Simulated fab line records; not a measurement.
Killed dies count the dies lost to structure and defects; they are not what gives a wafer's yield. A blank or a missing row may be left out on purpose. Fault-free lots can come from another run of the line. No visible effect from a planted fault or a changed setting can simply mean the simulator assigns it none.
Check of tool commonality ; flow n5-finfet ; 11 lots and 33 wafers in the sample

== WHY IT WAS OPENED ==
On 3 of the 11 lots, a flag is raised at N5_PASSIVATION_INSPECT_61 on the reading raw-defect-count. Wafers without a fault read 2.1, standard deviation 1.3.
Rule: a lot is flagged when every wafer of it that has a number lies more than 4 standard deviations from that mean, or none has a number. All remaining lots are regarded as sound.

lot;measured;on;raw-defect-count, wafer by wafer;flag
L825;day 12 21:50;defect-inspect-02;2 1 3;
L830;day 14 06:46;defect-inspect-01;2 0 3;
L829;day 14 06:47;defect-inspect-02;3 2 2;
L832;day 14 11:27;defect-inspect-01;3 4 2;
L834;day 15 07:51;defect-inspect-01;2 2 2;
L837;day 15 07:57;defect-inspect-01;1 3 2;
L836;day 15 14:32;defect-inspect-02;2 2 3;
L838;day 15 14:42;defect-inspect-01;54 71 47;FLAGGED
L839;day 16 07:07;defect-inspect-01;49 60 52;FLAGGED
L840;day 17 00:34;defect-inspect-02;57 66 59;FLAGGED
L842;day 17 10:45;defect-inspect-01;2 2 0;
On average the flagged lots' numbers are 57.2, which is +55.1 against the usual, or +42 standard deviations.

== TOOL THAT RAN EACH LOT ==
The record keeps 1 process step preceding the reading, out of 1938 steps on the route. Cell contents, in order: the tool; ch with the chambers the sampled wafers went through; the start.
lot;flag;N5_MIM_BOT_ETCH_STRIP_01
L825;;rie-diel-05 ch 1,2,3, day 12 18:25
L830;;rie-diel-01 ch 1,2, day 14 05:29
L829;;rie-diel-06 ch 0,2,3, day 14 05:38
L832;;rie-diel-05 ch 0,1,2, day 14 10:26
L834;;rie-diel-06 ch 1,2,3, day 15 06:46
L837;;rie-diel-05 ch 0,2, day 15 06:55
L836;;rie-diel-05 ch 1,3, day 15 13:14
L838;FLAGGED;rie-diel-01 ch 0,2, day 15 13:24
L839;FLAGGED;rie-diel-06 ch 1,2, day 16 05:52
L840;FLAGGED;rie-diel-05 ch 0,2, day 16 20:47
L842;;rie-diel-06 ch 1,2, day 17 08:33
What the steps here do:
- N5_MIM_BOT_ETCH_STRIP_01: strips in O2.
- N5_PASSIVATION_INSPECT_61: inspects for defects (macro).

== FLAGGED AGAINST TOTAL, ONE TOOL AT A TIME (gauges that did the reading follow at the end) ==
step;tool;lots run;flagged;share of the flagged lots;sound lots run after its first flagged lot
N5_MIM_BOT_ETCH_STRIP_01;rie-diel-01;2;1;some;0
N5_MIM_BOT_ETCH_STRIP_01;rie-diel-05;5;1;some;0
N5_MIM_BOT_ETCH_STRIP_01;rie-diel-06;4;1;some;1 (L842)
N5_PASSIVATION_INSPECT_61;defect-inspect-01;7;2;some;1 (L842)
N5_PASSIVATION_INSPECT_61;defect-inspect-02;4;1;some;0

== WHAT THE TABLE ALLOWS ==
No row of the table ran every flagged lot.

== WHAT THE SIMULATOR HAD INSERTED ==
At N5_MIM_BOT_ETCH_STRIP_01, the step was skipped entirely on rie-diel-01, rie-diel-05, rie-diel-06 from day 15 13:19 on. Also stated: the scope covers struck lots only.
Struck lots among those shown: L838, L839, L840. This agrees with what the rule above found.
